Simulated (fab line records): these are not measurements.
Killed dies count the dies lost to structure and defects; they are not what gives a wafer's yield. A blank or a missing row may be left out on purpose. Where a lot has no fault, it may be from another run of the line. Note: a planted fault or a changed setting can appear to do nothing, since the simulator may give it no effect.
fab line records	flow nandHarc
record lots=24	wafers=72	lastDay=34
route steps=1302 shown P_GATE@132 P_CONTACT@236
lots with no fault: from the same line, run without faults
startH: hours from the record's opening day to when the first of the lot's shown wafers began	waitH: how many hours have passed since the lot's step before this one	" the same as in the row above	L1.1+2: one row covering several wafers at once	- no value, or no start given	* or withheld: withheld	< > ~ a bound
route shown NAME@n: names a module that has steps shown in the file, with the first one's number in the route	usual: average and standard deviation across the fault-free wafers	same: alike in all rows	chamber/n: place in a boat	sites: readings site by site	_std_site: the standard deviation of these	_edge_site: inner sites' mean taken away from outer sites' mean	radiusMm: how far each site lies from the wafer's centre	mask NAME#n: copy n	behind: the last tool/chamber to shape the wafer	hold: what put the lot on hold/how long, in hours/how the hold closed	device: which transistor (n, p or np) failed to switch	end of line: the route-end tests of the same wafers	step lacking rows: just its recipe	killed: count of dies lost to structure and defects at first sort (not the wafer's yield)	map: a wafer's dies, marking killed ones x, the rest . and places with no die _
set.NAME: the setting the step ran with; set.NAME@STEP: the setting that earlier step ran with	model.NAME: the simulator's own value behind a step, which no gauge read
one table for each step of the route and one row for each wafer, over a sample of lots
services: when a tool's chamber went out of use (startH, in hours from the record's first day, below 0 if earlier), for how many hours, and the reason
## steps
# step NHARC_P_GATE_DEP_103
# recipe targetThkA=300	targetThkNm=30	tempC=400	flowSccm=200	rfW=350	material=SiON
# usual heaterPowerW=777/140
lot.wafer	tool	chamber	startH	waitH	heaterPowerW
L074.3	pecvd-03	0	102.53	0.3	478
L074.1	"	2	"	"	738
L074.6	"	2	"	"	728
L075.1	pecvd-01	2	106.40	0.6	867
L075.2	"	1	"	"	847
L075.5	"	1	"	"	829
L076.3	pecvd-01	1	123.71	0.3	939
L076.2	"	0	"	"	770
L076.5	"	2	"	"	831
L077.1	pecvd-01	0	124.36	0.6	796
L077.2	"	1	"	"	1000
L077.3	"	2	"	"	815
L079.3	pecvd-03	0	145.64	0.4	519
L079.5	"	1	"	"	919
L079.6	"	2	"	"	605
L078.2	pecvd-04	2	145.87	0.5	664
L078.4	"	0	"	"	664
L078.6	"	2	"	"	669
L080.3	pecvd-01	0	154.73	0.6	850
L080.1	"	2	"	"	768
L080.6	"	0	"	"	837
L081.2	pecvd-01	2	168.91	0.4	884
L081.4	"	0	"	"	867
L081.5	"	1	"	"	1003
L082.2	pecvd-03	0	173.28	0.4	468
L082.6	"	0	"	"	469
L082.4	"	2	"	"	625
L083.3	pecvd-01	2	185.64	0.3	856
L083.1	"	1	"	"	1030
L083.4	"	1	"	"	1077
L084.3	pecvd-01	1	197.02	0.4	920
L084.6	"	2	"	"	805
L084.5	"	0	"	"	841
L085.1	pecvd-03	2	207.80	0.6	743
L085.5	"	2	"	"	775
L085.6	"	0	"	"	517
L086.1	pecvd-01	1	213.62	0.6	988
L086.5	"	2	"	"	889
L086.6	"	0	"	"	738
L087.1	pecvd-04	1	224.28	0.7	750
L087.3	"	2	"	"	630
L087.6	"	0	"	"	756
L089.3	pecvd-01	0	240.73	0.3	842
L089.6	"	0	"	"	837
L089.5	"	1	"	"	944
L088.5	pecvd-01	0	241.48	0.2	871
L088.6	"	1	"	"	983
L088.4	"	2	"	"	888
L090.3	pecvd-04	2	264.91	0.3	761
L090.2	"	1	"	"	700
L090.4	"	0	"	"	674
L091.3	pecvd-03	1	265.64	0.4	868
L091.5	"	0	"	"	491
L091.6	"	1	"	"	857
L092.3	pecvd-01	1	273.06	0.4	1011
L092.6	"	0	"	"	819
L092.5	"	1	"	"	1017
L093.3	pecvd-04	1	287.66	0.4	638
L093.1	"	0	"	"	778
L093.6	"	1	"	"	648
L094.2	pecvd-03	0	292.37	0.4	521
L094.6	"	0	"	"	521
L094.4	"	1	"	"	809
L095.2	pecvd-03	0	316.08	0.4	479
L095.3	"	1	"	"	790
L095.5	"	0	"	"	493
L096.2	pecvd-04	1	318.82	0.5	653
L096.1	"	2	"	"	768
L096.3	"	0	"	"	774
L097.2	pecvd-04	0	329.71	0.5	748
L097.4	"	2	"	"	729
L097.6	"	0	"	"	727
# step NHARC_P_GATE_CD_MEAS_33
# usual cdNm=119/3.1
lot.wafer	tool	chamber	startH	waitH	cdNm
L074.1	cdSem-01	-	104.07	-	118
L074.3	"	-	"	"	124
L074.6	"	-	"	"	121
L075.1	cdSem-01	-	108.01	-	119
L075.2	"	-	"	"	126
L075.5	"	-	"	"	121
L076.2	cdSem-02	-	125.38	-	121
L076.3	"	-	"	"	114
L076.5	"	-	"	"	115
L077.1	cdSem-03	-	125.90	-	127
L077.2	"	-	"	"	122
L077.3	"	-	"	"	124
L079.3	cdSem-03	-	147.19	-	123
L079.5	"	-	"	"	123
L079.6	"	-	"	"	120
L078.2	cdSem-03	-	147.48	-	118
L078.4	"	-	"	"	114
L078.6	"	-	"	"	121
L080.1	cdSem-02	-	156.28	-	117
L080.3	"	-	"	"	115
L080.6	"	-	"	"	114
L081.2	cdSem-01	-	170.48	0.2	122
L081.4	"	-	"	"	121
L081.5	"	-	"	"	120
L082.2	cdSem-02	-	174.94	-	120
L082.4	"	-	"	"	122
L082.6	"	-	"	"	123
L083.1	cdSem-01	-	187.31	-	122
L083.3	"	-	"	"	125
L083.4	"	-	"	"	121
L084.3	cdSem-03	-	198.66	0.2	117
L084.5	"	-	"	"	119
L084.6	"	-	"	"	117
L085.1	cdSem-03	-	209.62	0.2	121
L085.5	"	-	"	"	115
L085.6	"	-	"	"	121
L086.1	cdSem-02	-	215.27	0.1	117
L086.5	"	-	"	"	116
L086.6	"	-	"	"	118
L087.1	cdSem-01	-	226.49	-	118
L087.3	"	-	"	"	118
L087.6	"	-	"	"	120
L089.3	cdSem-02	-	242.27	-	119
L089.5	"	-	"	"	119
L089.6	"	-	"	"	119
L088.4	cdSem-02	-	243.10	-	118
L088.5	"	-	"	"	123
L088.6	"	-	"	"	124
L090.2	cdSem-03	-	266.57	-	118
L090.3	"	-	"	"	117
L090.4	"	-	"	"	118
L091.3	cdSem-03	-	267.24	-	125
L091.5	"	-	"	"	122
L091.6	"	-	"	"	119
L092.3	cdSem-03	-	274.55	-	122
L092.5	"	-	"	"	121
L092.6	"	-	"	"	121
L093.1	cdSem-02	-	289.33	-	126
L093.3	"	-	"	"	123
L093.6	"	-	"	"	121
L094.2	cdSem-03	-	293.91	-	122
L094.4	"	-	"	"	119
L094.6	"	-	"	"	118
L095.2	cdSem-03	-	317.75	-	118
L095.3	"	-	"	"	117
L095.5	"	-	"	"	123
L096.1	cdSem-02	-	320.49	-	121
L096.2	"	-	"	"	117
L096.3	"	-	"	"	118
L097.2	cdSem-03	-	331.21	-	124
L097.4	"	-	"	"	121
L097.6	"	-	"	"	120
# step NHARC_P_GATE_STRIP_101
# recipe timeS=20	o2FlowSccm=500	arFlowSccm=0	biasW=0	chemistry=O2
# usual drypumpMotorCurrentA=5.7/0.38	oesProductAu=1.001/0.016	rfVppV=58.0/0.94	showerheadPlenumPTorr=3.57/0.14	throttleValvePct=17.038/0.0084
lot.wafer	tool	chamber	startH	waitH	drypumpMotorCurrentA	oesProductAu	rfHoursCounterH	rfVppV	showerheadPlenumPTorr	throttleValvePct
L074.3	rieDiel-08	2	114.13	0.1	5.2	1.004	3.0	58.9	3.57	17.028
L074.1	"	0	"	"	5.1	1.010	5.4	58.0	3.63	17.037
L074.6	"	1	"	"	6.3	0.985	-	58.9	3.57	17.038
L075.2	rieDiel-01	1	120.00	0.1	6.4	1.012	5.3	58.5	3.62	17.029
L075.1	"	3	"	"	5.7	1.023	6.4	58.7	3.63	17.045
L075.5	"	0	"	"	5.8	1.013	-	58.2	3.75	17.048
L076.3	rieDiel-08	0	135.50	0.1	5.1	1.010	6.6	56.7	3.63	17.048
L076.2	"	1	"	"	6.3	0.984	5.5	60.5	3.57	17.030
L076.5	"	3	"	"	5.4	1.020	-	59.4	3.75	17.047
L077.3	rieDiel-01	1	135.94	0.1	6.4	1.012	6.4	56.9	3.62	17.028
L077.1	"	2	"	"	5.5	0.998	7.7	56.7	3.56	17.056
L077.2	"	3	"	"	5.8	1.016	8.1	57.8	3.62	17.042
L079.3	rieDiel-01	0	157.27	0.1	5.8	1.000	7.7	58.4	3.75	17.036
L079.5	"	3	"	"	5.8	1.020	-	57.0	3.62	17.037
L079.6	"	0	"	"	5.8	1.002	-	57.6	3.75	17.046
L078.2	rieDiel-02	0	157.49	0.1	5.7	1.006	4.6	57.5	3.37	17.042
L078.4	"	2	"	"	5.7	0.996	4.5	59.0	3.68	17.035
L078.6	"	3	"	"	5.9	1.012	-	58.2	3.30	17.043
L080.3	rieDiel-02	1	168.42	0.1	5.4	1.017	4.0	57.2	3.34	17.036
L080.1	"	2	"	"	5.7	1.002	4.7	59.1	3.68	17.036
L080.6	"	0	"	"	5.7	0.988	-	56.8	3.37	17.047
L081.4	rieDiel-08	1	180.52	0.1	6.3	0.998	9.7	58.4	3.56	17.050
L081.2	"	3	"	"	5.4	1.013	10.0	56.7	3.74	17.041
L081.5	"	0	"	"	5.2	0.995	-	58.1	3.63	17.040
L082.2	rieDiel-08	0	187.21	0.1	5.1	0.989	9.6	58.9	3.63	17.044
L082.4	"	1	"	"	6.4	0.993	9.8	58.0	3.56	17.040
L082.6	"	3	"	"	5.4	1.023	-	57.1	3.74	17.028
L083.3	rieDiel-01	1	197.38	0.1	6.4	1.024	8.9	58.4	3.62	17.050
L083.1	"	2	"	"	5.5	1.009	10.1	58.6	3.56	17.026
L083.4	"	0	"	"	5.8	0.991	-	59.3	3.75	17.036
L084.3	rieDiel-08	0	208.81	0.1	5.1	0.971	0.6	57.2	3.63	17.049
L084.5	"	1	"	"	6.4	0.988	-	58.0	3.56	17.046
L084.6	"	0	"	"	5.1	0.962	-	60.0	3.62	17.048
L085.1	rieDiel-01	3	221.91	0.1	5.8	1.002	0.1	59.0	3.62	17.044
L085.6	"	2	"	"	5.5	0.976	-	56.7	3.56	17.035
L085.5	"	3	"	"	5.8	1.000	-	58.0	3.62	17.031
L086.1	rieDiel-01	2	225.36	0.1	5.5	0.979	1.3	56.9	3.55	17.035
L086.6	"	0	"	"	5.8	1.001	-	59.3	3.75	17.030
L086.5	"	1	"	"	6.3	1.017	-	58.3	3.62	17.045
L087.3	rieDiel-02	0	236.61	0.1	5.7	0.983	0.0	59.0	3.37	17.032
L087.1	"	1	"	"	5.3	1.000	0.0	58.4	3.34	17.035
L087.6	"	3	"	"	5.9	0.996	-	56.7	3.30	17.035
L088.6	rieDiel-01	2	253.23	0.0	5.5	0.972	-	60.0	3.55	17.025
L088.5	"	3	"	"	5.7	1.003	-	59.0	3.62	17.048
L088.4	"	0	"	"	5.8	1.004	-	58.4	3.74	17.051
L089.3	rieDiel-08	2	254.59	0.1	5.3	1.030	5.2	56.8	3.57	17.040
L089.5	"	1	"	"	6.3	0.992	-	59.0	3.56	17.039
L089.6	"	2	"	"	5.2	1.036	-	57.5	3.57	17.045
L090.4	rieDiel-08	2	276.73	0.1	5.2	1.030	6.0	57.4	3.57	17.036
L090.3	"	0	"	"	5.1	0.958	5.2	58.8	3.62	17.054
L090.2	"	1	"	"	6.3	0.999	5.6	58.1	3.56	17.038
L091.3	rieDiel-02	0	277.32	0.1	5.7	0.983	1.9	57.6	3.37	17.030
L091.6	"	2	"	"	5.7	0.992	-	58.6	3.68	17.033
L091.5	"	3	"	"	5.9	0.998	-	56.9	3.30	17.027
L092.3	rieDiel-08	0	284.53	0.1	5.1	0.976	5.3	59.7	3.62	17.061
L092.6	"	0	"	"	5.1	0.979	-	58.5	3.62	17.030
L092.5	"	1	"	"	6.4	1.002	-	58.4	3.56	17.036
L093.3	rieDiel-01	0	299.52	0.1	5.8	0.990	6.0	57.4	3.74	17.034
L093.1	"	1	"	"	6.4	1.013	4.7	57.7	3.62	17.041
L093.6	"	0	"	"	5.8	1.001	-	56.6	3.74	17.030
L094.2	rieDiel-02	1	303.97	0.1	5.4	0.991	2.4	57.2	3.34	17.033
L094.4	"	3	"	"	5.9	1.012	2.1	56.4	3.30	17.029
L094.6	"	0	"	"	5.7	0.986	-	57.4	3.37	17.036
L095.2	rieDiel-01	2	327.93	0.1	5.5	0.977	7.3	57.7	3.55	17.036
L095.3	"	0	"	"	5.8	1.000	8.0	59.0	3.74	17.033
L095.5	"	2	"	"	5.5	0.971	-	56.9	3.55	17.030
L096.1	rieDiel-02	2	330.45	0.1	5.6	0.997	3.3	58.3	3.68	17.040
L096.3	"	3	"	"	5.9	1.004	3.8	55.8	3.30	17.040
L096.2	"	0	"	"	5.7	0.995	4.0	59.2	3.37	17.042
L097.2	rieDiel-02	2	341.40	0.1	5.7	0.990	3.4	58.1	3.68	17.041
L097.4	"	3	"	"	5.9	1.013	3.8	57.3	3.30	17.034
L097.6	"	2	"	"	5.6	0.989	-	57.0	3.68	17.035
# step NHARC_P_GATE_STRIP_111
# recipe powerW=1500	tempC=110	timeS=250	chemistry=N2/H2
# usual drypumpMotorCurrentA=5.89/0.25	heaterPowerW=88/17
lot.wafer	tool	chamber	startH	waitH	drypumpMotorCurrentA	heaterPowerW	rfHoursCounterH
L074.1	plasmaAsher-02	1	115.45	0.2	6.04	103	6
L074.3	"	1	"	"	6.04	103	-
L074.6	"	0	"	"	6.01	66	-
L075.2	plasmaAsher-02	1	121.40	0.2	6.06	102	7
L075.1	"	0	"	"	5.98	65	7
L075.5	"	1	"	"	6.08	106	-
L076.2	plasmaAsher-02	1	136.84	0.2	6.07	100	10
L076.3	"	0	"	"	5.99	64	-
L076.5	"	1	"	"	6.06	105	-
L077.2	plasmaAsher-01	0	137.38	0.2	5.37	90	29
L077.1	"	1	"	"	5.94	100	29
L077.3	"	1	"	"	5.94	100	-
L079.3	plasmaAsher-01	0	158.82	0.2	5.36	93	-
L079.5	"	0	"	"	5.37	92	-
L079.6	"	1	"	"	5.92	101	-
L078.2	plasmaAsher-02	1	159.00	0.2	6.02	104	14
L078.4	"	0	"	"	6.01	64	-
L078.6	"	1	"	"	6.04	102	-
L080.1	plasmaAsher-02	1	170.02	0.5	6.02	101	18
L080.3	"	1	"	"	6.04	102	-
L080.6	"	1	"	"	6.01	103	-
L081.2	plasmaAsher-01	1	181.97	0.2	5.95	100	2
L081.4	"	1	"	"	5.95	102	-
L081.5	"	1	"	"	5.92	102	-
L082.2	plasmaAsher-02	1	188.65	0.2	6.03	101	22
L082.4	"	0	"	"	5.99	64	-
L082.6	"	1	"	"	6.04	103	-
L083.1	plasmaAsher-01	0	198.84	0.2	5.34	94	5
L083.4	"	0	"	"	5.38	96	-
L083.3	"	1	"	"	5.95	103	-
L084.3	plasmaAsher-01	1	210.43	0.3	5.94	102	-
L084.5	"	0	"	"	5.38	93	-
L084.6	"	1	"	"	5.94	105	-
L085.1	plasmaAsher-02	1	223.23	0.2	6.04	102	29
L085.6	"	1	"	"	6.05	103	-
L085.5	"	0	"	"	6.00	63	-
L086.1	plasmaAsher-02	1	226.83	0.2	6.05	103	30
L086.5	"	1	"	"	6.05	100	-
L086.6	"	0	"	"	6.00	64	-
L087.1	plasmaAsher-02	0	238.06	0.2	6.01	65	32
L087.3	"	0	"	"	6.00	63	-
L087.6	"	0	"	"	6.00	65	-
L088.4	plasmaAsher-01	1	254.85	0.3	5.95	98	-
L088.6	"	0	"	"	5.39	91	-
L088.5	"	1	"	"	5.91	105	-
L089.3	plasmaAsher-01	0	256.14	0.2	5.40	94	-
L089.5	"	0	"	"	5.37	95	-
L089.6	"	1	"	"	5.95	99	-
L090.2	plasmaAsher-01	0	278.18	0.2	5.37	95	20
L090.3	"	0	"	"	5.39	94	-
L090.4	"	1	"	"	5.97	102	-
L091.3	plasmaAsher-02	1	278.87	0.2	6.08	98	-
L091.6	"	1	"	"	6.06	99	-
L091.5	"	0	"	"	6.00	63	-
L092.3	plasmaAsher-02	0	286.14	0.3	6.02	62	-
L092.5	"	1	"	"	6.06	98	-
L092.6	"	0	"	"	5.98	63	-
L093.1	plasmaAsher-02	1	301.05	0.2	6.05	98	7
L093.3	"	0	"	"	5.99	62	-
L093.6	"	0	"	"	6.02	64	-
L094.2	plasmaAsher-01	0	305.44	0.2	5.39	92	27
L094.4	"	0	"	"	5.35	94	-
L094.6	"	0	"	"	5.40	92	-
L095.2	plasmaAsher-02	1	329.26	0.2	6.05	99	14
L095.3	"	0	"	"	5.99	65	-
L095.5	"	1	"	"	6.06	100	-
L096.1	plasmaAsher-02	1	331.77	0.2	6.04	97	15
L096.2	"	0	"	"	6.03	63	15
L096.3	"	1	"	"	6.06	98	-
L097.2	plasmaAsher-02	1	342.94	0.2	6.03	99	17
L097.4	"	1	"	"	6.04	98	-
L097.6	"	0	"	"	6.00	61	-
# step NHARC_P_GATE_DESCUM_93
# recipe timeS=3	o2FlowSccm=200	arFlowSccm=0	biasPowerW=0	chemistry=O2
# usual drypumpMotorCurrentA=5.7/0.37	oesProductAu=1.003/0.016	rfVppV=58.0/0.84	showerheadPlenumPTorr=1.94/0.078	throttleValvePct=11.313/0.0089
lot.wafer	tool	chamber	startH	waitH	drypumpMotorCurrentA	oesProductAu	rfHoursCounterH	rfVppV	showerheadPlenumPTorr	throttleValvePct
L074.3	rieDiel-08	0	118.31	-	5.1	1.001	5.4	58.4	1.97	11.313
L074.1	"	2	"	"	5.2	1.005	3.0	58.6	1.94	11.302
L074.6	"	0	"	"	5.1	0.996	-	57.4	1.97	11.309
L075.1	rieDiel-02	0	124.51	-	5.7	0.992	2.8	56.9	1.82	11.321
L075.2	"	3	"	"	5.9	1.007	2.5	56.1	1.78	11.317
L075.5	"	3	"	"	5.9	1.015	-	57.3	1.78	11.313
L076.2	rieDiel-08	3	139.96	-	5.4	1.018	6.4	58.7	2.04	11.318
L076.3	"	1	"	"	6.3	0.999	5.7	57.8	1.93	11.313
L076.5	"	3	"	"	5.4	1.017	-	57.7	2.04	11.311
L077.2	rieDiel-02	3	140.49	-	5.9	1.008	2.9	59.1	1.78	11.314
L077.1	"	0	"	"	5.7	0.996	3.2	59.2	1.82	11.325
L077.3	"	2	"	"	5.7	0.988	2.8	58.7	2.00	11.329
L079.3	rieDiel-01	1	161.74	-	6.4	1.030	7.3	59.6	1.97	11.309
L079.6	"	3	"	"	5.8	1.019	-	56.9	1.97	11.309
L079.5	"	0	"	"	5.8	1.004	-	58.7	2.04	11.321
L078.4	rieDiel-02	0	162.07	-	5.7	1.003	4.7	58.4	1.82	11.312
L078.2	"	2	"	"	5.7	0.985	4.7	58.1	2.00	11.329
L078.6	"	1	"	"	5.3	1.008	-	58.1	1.80	11.314
L080.3	rieDiel-08	2	172.83	-	5.2	1.010	7.3	56.4	1.94	11.316
L080.1	"	3	"	"	5.3	1.021	10.0	58.4	2.04	11.320
L080.6	"	2	"	"	5.2	1.004	-	58.4	1.94	11.316
L081.4	rieDiel-01	2	184.80	-	5.5	1.007	9.3	59.1	1.93	11.305
L081.2	"	1	"	"	6.3	1.015	8.1	57.9	1.97	11.323
L081.5	"	3	"	"	5.8	1.026	-	58.6	1.97	11.320
L082.4	rieDiel-01	1	191.75	-	6.4	1.015	8.9	58.9	1.97	11.318
L082.2	"	0	"	"	5.8	0.997	9.1	56.8	2.04	11.322
L082.6	"	1	"	"	6.4	1.007	-	57.3	1.97	11.314
L083.4	rieDiel-08	3	201.96	-	5.4	1.018	0	59.0	2.04	11.307
L083.1	"	0	"	"	5.1	0.978	0	56.9	1.97	11.310
L083.3	"	2	"	"	5.2	1.017	0	58.4	1.94	11.326
L084.3	rieDiel-02	3	213.42	-	5.9	1.005	7.5	57.3	1.78	11.303
L084.5	"	3	"	"	5.9	1.003	-	58.2	1.78	11.309
L084.6	"	1	"	"	5.4	0.995	-	56.7	1.80	11.321
L085.1	rieDiel-01	1	226.23	-	6.4	1.010	1.1	59.2	1.97	11.321
L085.6	"	3	"	"	5.7	1.000	-	58.4	1.97	11.310
L085.5	"	0	"	"	5.8	1.005	-	58.3	2.04	11.296
L086.1	rieDiel-08	3	231.87	-	5.4	1.029	3.5	58.1	2.04	11.314
L086.5	"	0	"	"	5.1	0.982	-	59.4	1.97	11.316
L086.6	"	1	"	"	6.3	0.999	-	57.4	1.93	11.291
L087.3	rieDiel-01	3	241.05	-	5.8	0.998	1.9	57.6	1.97	11.287
L087.1	"	2	"	"	5.5	0.973	2.6	56.9	1.93	11.308
L087.6	"	0	"	"	5.8	1.001	-	58.7	2.04	11.313
L088.4	rieDiel-02	2	257.63	-	5.6	0.987	0.8	59.2	2.00	11.318
L088.6	"	1	"	"	5.3	0.993	-	57.3	1.80	11.326
L088.5	"	2	"	"	5.6	0.989	-	57.4	2.00	11.318
L089.3	rieDiel-08	0	259.04	-	5.1	0.971	5.0	58.7	1.97	11.304
L089.5	"	1	"	"	6.3	1.004	-	59.0	1.93	11.315
L089.6	"	2	"	"	5.2	1.046	-	57.9	1.94	11.311
L090.4	rieDiel-01	2	281.17	-	5.4	0.980	5.2	57.3	1.93	11.317
L090.3	"	3	"	"	5.8	0.993	5.0	57.9	1.97	11.313
L090.2	"	0	"	"	5.8	1.012	5.3	57.6	2.04	11.314
L091.3	rieDiel-01	1	281.77	-	6.4	1.011	3.8	56.7	1.97	11.312
L091.6	"	3	"	"	5.8	0.998	-	57.4	1.97	11.296
L091.5	"	0	"	"	5.8	0.996	-	58.0	2.04	11.318
L092.3	rieDiel-01	1	289.11	-	6.4	1.006	4.5	59.1	1.97	11.309
L092.6	"	3	"	"	5.8	0.989	-	57.8	1.97	11.306
L092.5	"	0	"	"	5.8	1.003	-	59.5	2.04	11.314
L093.3	rieDiel-01	3	304.13	-	5.8	0.986	5.5	58.1	1.97	11.331
L093.1	"	1	"	"	6.4	1.008	4.7	58.6	1.96	11.316
L093.6	"	2	"	"	5.5	0.978	-	57.0	1.93	11.295
L094.4	rieDiel-08	0	308.65	-	5.1	0.976	7.8	58.8	1.97	11.323
L094.2	"	1	"	"	6.4	1.004	7.7	58.4	1.93	11.315
L094.6	"	1	"	"	6.3	0.997	-	56.1	1.93	11.317
L095.2	rieDiel-01	3	332.34	-	5.8	0.996	6.9	58.8	1.97	11.313
L095.3	"	0	"	"	5.8	0.995	8.1	59.0	2.04	11.294
L095.5	"	0	"	"	5.8	1.003	-	58.9	2.04	11.299
L096.3	rieDiel-02	1	334.86	-	5.3	1.005	3.6	58.1	1.80	11.326
L096.1	"	3	"	"	5.9	1.011	3.8	58.6	1.78	11.305
L096.2	"	0	"	"	5.7	1.010	4.0	58.0	1.82	11.310
L097.4	rieDiel-08	3	345.87	-	5.4	1.032	9.7	55.9	2.04	11.319
L097.2	"	1	"	"	6.3	0.995	9.4	56.4	1.93	11.322
L097.6	"	2	"	"	5.2	1.037	-	57.3	1.94	11.327
# step NHARC_P_CONTACT_ETCH_35
# recipe targetDepthA=390	overEtchFrac=0.3	timeS=65	ionEnergyEv=80	cf4FlowSccm=150	arFlowSccm=0	rfW=300	biasW=100	chemistry=CF4
# usual drypumpMotorCurrentA=5.5/0.37	oesProductAu=1.003/0.011	rfVppV=151.6/1.2	showerheadPlenumPTorr=1.81/0.061	throttleValvePct=13.284/0.0086
lot.wafer	tool	chamber	startH	waitH	drypumpMotorCurrentA	oesProductAu	rfHoursCounterH	rfVppV	showerheadPlenumPTorr	throttleValvePct
L074.1	rieDiel-12	3	122.95	0.1	5.7	1.003	0.9	152.6	1.79	13.273
L074.3	"	0	"	"	5.0	1.018	0.7	151.3	1.69	13.287
L074.6	"	3	"	"	5.7	1.003	-	151.0	1.79	13.277
L075.2	rieDiel-07	0	129.40	0.1	5.3	1.004	0.0	152.1	1.84	13.281
L075.1	"	1	"	"	5.1	0.998	0.0	152.9	1.81	13.283
L075.5	"	0	"	"	5.3	0.994	-	152.1	1.84	13.279
L076.2	rieDiel-12	3	144.75	0.1	5.7	1.001	1.4	152.3	1.79	13.301
L076.3	"	1	"	"	5.7	0.990	1.4	152.4	1.86	13.286
L076.5	"	0	"	"	5.0	1.013	-	150.3	1.69	13.286
L077.1	rieDiel-03	0	145.57	0.1	6.3	1.009	0.5	149.7	1.73	13.281
L077.3	"	1	"	"	5.3	0.993	0.5	151.2	1.80	13.283
L077.2	"	2	"	"	6.0	0.990	0.5	151.2	1.74	13.293
L079.3	rieDiel-07	3	166.39	0.1	5.5	1.015	0.8	152.0	1.90	13.290
L079.5	"	0	"	"	5.3	1.000	-	150.4	1.84	13.292
L079.6	"	1	"	"	5.2	0.987	-	150.4	1.81	13.281
L078.2	rieDiel-03	3	167.12	0.1	5.2	1.012	3.1	152.0	1.85	13.280
L078.4	"	0	"	"	6.3	1.003	2.5	150.1	1.73	13.287
L078.6	"	2	"	"	6.0	1.008	-	149.8	1.74	13.296
L080.1	rieDiel-03	0	177.75	0.1	6.3	1.003	2.8	149.7	1.73	13.298
L080.3	"	1	"	"	5.3	0.998	3.1	152.1	1.80	13.286
L080.6	"	3	"	"	5.2	0.997	-	151.6	1.85	13.289
L081.2	rieDiel-03	1	189.62	0.1	5.3	1.006	3.8	152.4	1.79	13.283
L081.4	"	3	"	"	5.2	1.005	3.8	152.9	1.85	13.290
L081.5	"	0	"	"	6.3	1.020	-	150.5	1.73	13.273
L082.2	rieDiel-07	3	196.41	0.1	5.4	1.035	1.3	152.7	1.90	13.285
L082.4	"	0	"	"	5.4	0.999	1.7	152.2	1.84	13.290
L082.6	"	3	"	"	5.5	1.014	-	153.1	1.90	13.278
L083.3	rieDiel-03	0	206.77	0.1	6.3	1.016	3.8	149.5	1.73	13.290
L083.1	"	1	"	"	5.3	1.010	4.5	151.7	1.79	13.284
L083.4	"	3	"	"	5.2	1.030	4.4	153.2	1.85	13.279
L084.3	rieDiel-12	2	218.10	0.1	5.9	1.009	3.3	150.3	1.80	13.271
L084.6	"	3	"	"	5.7	0.997	-	150.5	1.79	13.286
L084.5	"	0	"	"	5.0	1.011	-	150.2	1.69	13.280
L085.1	rieDiel-12	1	231.33	0.1	5.7	1.020	3.7	152.0	1.86	13.278
L085.5	"	1	"	"	5.7	1.008	-	153.2	1.86	13.285
L085.6	"	2	"	"	5.9	1.006	-	151.8	1.80	13.293
L086.1	rieDiel-07	3	236.51	0.1	5.5	1.024	2.2	153.0	1.90	13.269
L086.5	"	1	"	"	5.1	0.976	-	152.4	1.81	13.280
L086.6	"	2	"	"	5.3	0.997	-	152.0	1.88	13.281
L087.3	rieDiel-12	3	246.15	0.1	5.7	1.002	4.3	151.7	1.79	13.278
L087.1	"	1	"	"	5.6	1.004	4.2	153.0	1.86	13.269
L087.6	"	2	"	"	5.9	0.988	-	151.6	1.80	13.273
L088.4	rieDiel-03	0	262.40	0.1	6.3	1.004	6.9	151.9	1.73	13.272
L088.5	"	3	"	"	5.2	0.996	-	152.3	1.85	13.295
L088.6	"	0	"	"	6.3	1.012	-	150.5	1.73	13.298
L089.3	rieDiel-03	3	263.81	0.1	5.2	1.017	7.3	151.9	1.85	13.283
L089.5	"	1	"	"	5.3	0.991	-	151.3	1.79	13.293
L089.6	"	2	"	"	6.0	0.997	-	149.6	1.74	13.285
L090.3	rieDiel-07	3	285.98	0.1	5.4	1.012	3.2	153.0	1.90	13.290
L090.4	"	0	"	"	5.3	1.004	3.7	150.6	1.84	13.298
L090.2	"	1	"	"	5.1	0.990	4.1	149.9	1.81	13.291
L091.3	rieDiel-12	1	286.57	0.1	5.7	1.028	0.5	152.2	1.86	13.283
L091.5	"	2	"	"	5.9	0.989	-	152.3	1.80	13.275
L091.6	"	3	"	"	5.7	0.989	-	149.4	1.79	13.289
L092.3	rieDiel-12	2	293.79	0.1	5.9	0.993	1.1	151.0	1.80	13.288
L092.6	"	0	"	"	5.0	0.990	-	149.8	1.69	13.292
L092.5	"	2	"	"	5.9	0.999	-	151.4	1.80	13.282
L093.1	rieDiel-07	3	308.95	0.1	5.5	0.988	0.2	152.2	1.90	13.282
L093.3	"	0	"	"	5.3	1.022	0.2	153.9	1.84	13.280
L093.6	"	3	"	"	5.4	0.996	-	154.1	1.90	13.286
L094.4	rieDiel-12	0	313.30	0.1	5.0	0.996	1.7	150.8	1.69	13.291
L094.2	"	2	"	"	5.9	1.005	2.1	152.1	1.80	13.291
L094.6	"	1	"	"	5.6	1.033	-	151.8	1.86	13.296
L095.2	rieDiel-07	0	337.00	0.1	5.3	1.023	1.0	153.4	1.84	13.272
L095.3	"	2	"	"	5.3	1.010	0.9	153.4	1.88	13.271
L095.5	"	0	"	"	5.3	1.025	-	152.5	1.84	13.285
L096.3	rieDiel-12	2	339.87	0.1	5.9	0.996	2.6	151.0	1.80	13.273
L096.1	"	3	"	"	5.7	0.991	2.6	152.6	1.79	13.286
L096.2	"	0	"	"	5.0	0.996	2.4	149.5	1.69	13.264
L097.4	rieDiel-07	2	350.74	0.1	5.3	1.000	1.3	151.8	1.88	13.270
L097.2	"	0	"	"	5.4	1.017	1.3	153.0	1.84	13.294
L097.6	"	2	"	"	5.3	1.010	-	153.5	1.88	13.284
## services
tool	chamber	startH	hours	kind
rieDiel-02	0	85.78	7.9	repair
rieDiel-08	-	96.19	0.5	repair
rieDiel-08	1	96.99	2.0	repair
rieDiel-01	0	105.69	6.6	repair
pecvd-01	-	107.59	0.5	repair
rieDiel-02	1	111.14	32.0	repair
rieDiel-02	2	120.63	4.5	repair
pecvd-01	-	130.00	13.0	pm
rieDiel-08	0	157.91	15.1	repair
rieDiel-02	3	159.18	2.5	repair
rieDiel-08	-	190.80	9.0	pm
rieDiel-01	3	195.96	11.3	repair
rieDiel-01	-	203.80	9.0	pm
rieDiel-08	3	206.85	5.4	repair
rieDiel-02	0	211.40	7.4	repair
pecvd-01	0	221.30	7.5	repair
rieDiel-02	-	224.03	9.0	pm
rieDiel-01	1	241.82	21.5	repair
plasmaAsher-02	-	249.13	9.0	pm
plasmaAsher-02	-	270.43	0.4	repair
rieDiel-08	2	299.18	7.5	repair
rieDiel-01	0	324.91	2.7	repair
rieDiel-01	1	338.59	8.4	repair
rieDiel-02	-	339.45	0.6	repair
## key
fault none
